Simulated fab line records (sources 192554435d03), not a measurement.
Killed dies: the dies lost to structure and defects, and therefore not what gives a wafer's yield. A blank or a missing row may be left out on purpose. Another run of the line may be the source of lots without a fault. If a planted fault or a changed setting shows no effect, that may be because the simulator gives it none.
Matching of chambers -- flow n5-finfet -- N5_BEOL_M5_ETCH_62 on rie-diel-03 has 4 sister chambers
The step etches SOC in N2/H2, target depth 75 nm, overetch 15 nm, time 112.5 s. 18 wafers are shown with their chamber, then 9 later ones without.

EACH WAFER AND ITS CHAMBER
wafer,chamber,showerhead-plenum-p-Torr (Torr),throttle-valve-pct (%),rf-vpp-V (V)
L078.3,3,2.41,17.93,518.9
L078.5,2,2.52,18.19,522.9
L078.6,3,2.41,17.91,520.5
L081.2,3,2.41,17.95,520.9
L081.4,2,2.52,18.20,523.7
L081.5,1,2.51,18.40,523.3
L084.3,1,2.51,18.41,522.9
L084.5,2,2.52,18.21,523.8
L084.6,0,2.59,17.91,525.9
L091.2,1,2.50,18.01,521.5
L091.3,3,2.40,17.94,519.6
L091.6,3,2.40,17.97,520.2
L092.2,2,2.51,18.22,522.6
L092.3,0,2.58,17.95,523.5
L092.4,3,2.40,17.98,520.4
L094.1,0,2.58,17.96,525.7
L094.2,2,2.51,18.25,522.3
L094.4,3,2.40,17.96,521.1

SIGNATURES (averages over the wafers above)
reading,chamber 0,chamber 1,chamber 2,chamber 3,scatter within a chamber
showerhead-plenum-p-Torr,2.5833,2.5067,2.5160,2.4043,0.00551
throttle-valve-pct,17.9400,18.2733,18.2140,17.9486,0.0891
rf-vpp-V,525.033,522.567,523.060,520.229,0.869
Rule: distance of a wafer from a chamber = root of the sum over the readings of ((wafer's reading minus chamber's mean) / reading's scatter) squared. If the next closest chamber is less than 2 further off than the closest, the wafer can't be placed; otherwise it belongs to the closest. The scatter is the square root of a quotient: the sum, over the shown wafers, of each reading's squared deviation from its chamber's mean, divided by wafers minus chambers.

WAFERS WHOSE CHAMBER IS MISSING
wafer,showerhead-plenum-p-Torr (Torr),throttle-valve-pct (%),rf-vpp-V (V)
L093.1,2.51,18.24,523.5
L093.2,2.50,18.01,524.0
L093.4,2.58,17.94,525.1
L096.3,2.40,17.95,519.3
L096.5,2.50,18.01,523.2
L096.6,2.58,17.96,523.2
L097.1,2.51,18.23,522.6
L097.4,2.58,17.96,523.6
L097.5,2.58,17.95,525.6

WHICH CHAMBER EACH ONE RAN IN
wafer,from the rows above,in truth
L093.1,can't be placed: 2 or 1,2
L093.2,can't be placed: 1 or 2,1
L093.4,0,0
L096.3,3,3
L096.5,can't be placed: 1 or 2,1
L096.6,0,0
L097.1,can't be placed: 1 or 2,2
L097.4,0,0
L097.5,0,0
5 of 9 placed correctly. These rows do not allow placing 4 (true chamber among the candidates in 4). Wrongly placed: 0.
